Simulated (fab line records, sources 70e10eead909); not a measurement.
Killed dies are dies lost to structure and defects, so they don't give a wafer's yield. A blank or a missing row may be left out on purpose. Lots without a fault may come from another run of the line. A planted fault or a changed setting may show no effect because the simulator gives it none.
Which tool did it? | flow nand_harc | 6 lots, 18 wafers sampled, at 2 steps of a route of 1302

WHAT THE GAUGES READ, wafer by wafer
NHARC_P_BONDPAD_CD_MEAS_09: target cd 500 nm.
lot  | measured     | on        | cd_nm (nm)
L764 | day 7 06:00  | cd_sem-03 | 503.8 504.1 500.5
L766 | day 8 06:09  | cd_sem-02 | 499.8 498.1 504.3
L775 | day 12 16:37 | cd_sem-01 | 505.6 500.7 499.2
L779 | day 13 12:42 | cd_sem-01 | 501.6 501.9 500.1
L781 | day 14 07:29 | cd_sem-03 | 500.8 499.1 501.8
L784 | day 15 16:31 | cd_sem-01 | 502.7 502.5 501.0

WHICH TOOL RAN EACH LOT (tool, then ch and the chambers of the sampled wafers, then the start)
lot  | NHARC_P_M2_DEP_33
L764 | pecvd-01 ch 1,2, day 7 04:23
L766 | pecvd-02 ch 0,2, day 8 04:31
L775 | pecvd-03 ch 0,1, day 12 15:05
L779 | pecvd-03 ch 0,1,2, day 13 11:11
L781 | pecvd-03 ch 2, day 14 05:47
L784 | pecvd-03 ch 0,1,2, day 15 15:03
- NHARC_P_M2_DEP_33: deposits SiCN, target thk 30 nm.

THE ANSWER, worked out from the rows above alone
Rule: what is usual is taken from the lots themselves. Put in order of their means at a reading, lots are off if they are a third of the lots or fewer, leave a main group of 4 or more, and stand apart from it by a gap of 3 or more times the standard deviation of the main group's means; of several such gaps the widest counts. A main group whose means are all the same, to the digits that the tables above print for the reading, isn't used. A lot without any number at a reading at which 4 lots or more have one is off too. The other lots that the step has rows for count as sound.
No lot is off at any reading shown: from this, nothing can be told.

WHAT THE SIMULATOR HAD PUT IN
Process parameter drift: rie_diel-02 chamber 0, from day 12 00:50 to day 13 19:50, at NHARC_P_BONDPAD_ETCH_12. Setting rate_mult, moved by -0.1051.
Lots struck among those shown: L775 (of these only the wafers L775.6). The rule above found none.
